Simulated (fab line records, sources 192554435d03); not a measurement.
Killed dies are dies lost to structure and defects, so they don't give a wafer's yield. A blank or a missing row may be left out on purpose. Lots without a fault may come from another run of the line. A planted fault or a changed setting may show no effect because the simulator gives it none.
One fault seen from 2 desks | flow n5_finfet | each desk has only its own numbers; what lay behind them comes last

THE METROLOGY DESK
What the gauges read, lot by lot, whatever tool the lot ran on: means of the sampled wafers that have a number. A lot is out of limits, marked OUT, if its mean lies more than 4 standard deviations from the usual mean; the brackets give that distance.
Columns: A = cd_nm at N5_BEOL_M13_CD_MEAS_28, usual 209.6 nm; B = trench_depth_nm at N5_BEOL_M13_OCD_MEAS_35, usual 412 nm
lot  | first seen here | A     | B
L178 | day 10 10:17    | 209.9 | 415
L180 | day 11 02:34    | 208.5 | 412
L179 | day 11 02:50    | 208.3 | 419
L181 | day 11 10:47    | 209.0 | 414
L182 | day 11 12:22    | 210.3 | 408
L185 | day 12 04:20    | 211.1 | 402
L184 | day 12 12:25    | 209.2 | 413
L186 | day 12 12:41    | 209.1 | 411
L190 | day 13 15:57    | 210.1 | 415
L194 | day 15 06:59    | 210.7 | 408
L196 | day 15 07:21    | 211.0 | 413
L201 | day 16 11:50    | 210.0 | 412
This desk's finding: nothing out of limits on any of the 12 lots.

THE TOOL OWNER'S DESK: pvd_sputter-01
The tool's own readings at N5_BEOL_M13_SPUTTER_43 (material TaN, target thk 15 nm, time 24.19 s): means of the sampled wafers that have a number, for each lot that ran on this tool. A lot is out of limits, marked OUT, if its mean lies more than 4 standard deviations from the usual mean; the brackets give that distance.
Columns: A = cathode_dc_power_W at N5_BEOL_M13_SPUTTER_43, usual 15000 W; B = throttle_valve_pct at N5_BEOL_M13_SPUTTER_43, usual 30.6 %
lot  | first seen here | A                       | B
L180 | day 11 03:52    | 14999                   | 30.8
L179 | day 11 04:21    | 14997                   | 30.7
L182 | day 11 14:32    | 15000                   | 30.9
L184 | day 12 14:12    | 15000                   | 30.7
L186 | day 12 20:06    | 15000                   | 30.7
L194 | day 15 08:05    | 14127 (-99 or more) OUT | 30.7
L196 | day 15 10:52    | 14125 (-99 or more) OUT | 31.4
This desk's finding: out of limits on L194, L196; first on L194, day 15 08:05 (cathode_dc_power_W at N5_BEOL_M13_SPUTTER_43). In limits: L180, L179, L182, L184, L186.

PUT TOGETHER
The tool owner's desk could have raised an alarm at day 15 08:05, on L194, L196.
The metrology desk saw nothing out of limits.
The metrology desk has L194, L196 on record, within its limits.
Of the lots named, all ran N5_BEOL_M13_SPUTTER_43 on pvd_sputter-01.

WHAT THE SIMULATOR HAD PUT IN
Process parameter drift: pvd_sputter-01, from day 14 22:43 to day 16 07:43, at N5_BEOL_M13_SPUTTER_43. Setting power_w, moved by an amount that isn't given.
Lots struck among those shown: L194, L196.
Hours from the fault's start to each desk's first reading out of limits: the tool owner's desk, 9.
